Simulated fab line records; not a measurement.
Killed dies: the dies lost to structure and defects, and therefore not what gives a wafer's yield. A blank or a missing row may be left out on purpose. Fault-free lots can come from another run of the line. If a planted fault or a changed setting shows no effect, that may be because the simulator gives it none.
Matching of chambers | flow nand-harc | NHARC_A_SLIT_ETCH_29 on rie-diel-05: 4 sister chambers
The step etches the open film in CF4/O2, target depth 100 nm, overetch 10 nm, time 55 s. 14 wafers are shown with their chamber, then 7 later ones without.

## WAFERS WITH THEIR CHAMBER
wafer  | chamber | drypump-motor-current-A (A) | showerhead-plenum-p-Torr (Torr) | rf-vpp-V (V)
L241.2 | 2       | 5.7                         | 1.38                            | 197.8
L241.5 | 0       | 5.3                         | 1.26                            | 195.5
L241.6 | 3       | 6.3                         | 1.31                            | 197.6
L243.1 | 0       | 5.3                         | 1.26                            | 197.3
L243.3 | 2       | 5.7                         | 1.38                            | 198.1
L243.4 | 3       | 6.3                         | 1.31                            | 197.7
L248.1 | 0       | 5.2                         | 1.25                            | 195.7
L248.4 | 3       | 6.3                         | 1.31                            | 196.2
L248.6 | 0       | 5.3                         | 1.25                            | 195.2
L250.1 | 2       | 5.7                         | 1.38                            | 198.8
L250.2 | 0       | 5.3                         | 1.25                            | 195.2
L250.6 | 2       | 5.7                         | 1.38                            | 198.5
L257.1 | 3       | 6.3                         | 1.31                            | 197.9
L257.4 | 1       | 6.3                         | 1.34                            | 199.3

SIGNATURES (means of the wafers above)
reading                  | chamber 0 | chamber 1 | chamber 2 | chamber 3 | scatter within a chamber
drypump-motor-current-A  | 5.280     | 6.300     | 5.700     | 6.300     | 0.0283
showerhead-plenum-p-Torr | 1.2540    | 1.3400    | 1.3800    | 1.3100    | 0.00346
rf-vpp-V                 | 195.780   | 199.300   | 198.300   | 197.350   | 0.739
Rule: for a wafer and a chamber, the distance is found by dividing, reading by reading, the gap between the wafer's reading and the chamber's mean by the reading's scatter, squaring, summing and taking the root. The wafer belongs to the nearest chamber; if the next one is less than 2 further off, it can't be placed. The scatter is the square root of a quotient: the sum, over the shown wafers, of each reading's squared deviation from its chamber's mean, divided by wafers minus chambers.

## WAFERS WHOSE CHAMBER IS MISSING
wafer  | drypump-motor-current-A (A) | showerhead-plenum-p-Torr (Torr) | rf-vpp-V (V)
L257.5 | 5.3                         | 1.25                            | 196.3
L259.2 | 5.2                         | 1.25                            | 196.9
L259.4 | 6.3                         | 1.34                            | 198.0
L259.5 | 5.7                         | 1.38                            | 198.5
L262.4 | 5.7                         | 1.38                            | 198.9
L262.5 | 5.7                         | 1.38                            | 198.6
L262.6 | 6.3                         | 1.31                            | 197.6

## WHICH CHAMBER EACH WENT THROUGH
wafer  | from the rows above | in truth
L257.5 | 0                   | 0
L259.2 | 0                   | 0
L259.4 | 1                   | 1
L259.5 | 2                   | 2
L262.4 | 2                   | 2
L262.5 | 2                   | 2
L262.6 | 3                   | 3
7 of 7 placed correctly. Left unplaced by these rows: 0. Wrongly placed: 0.
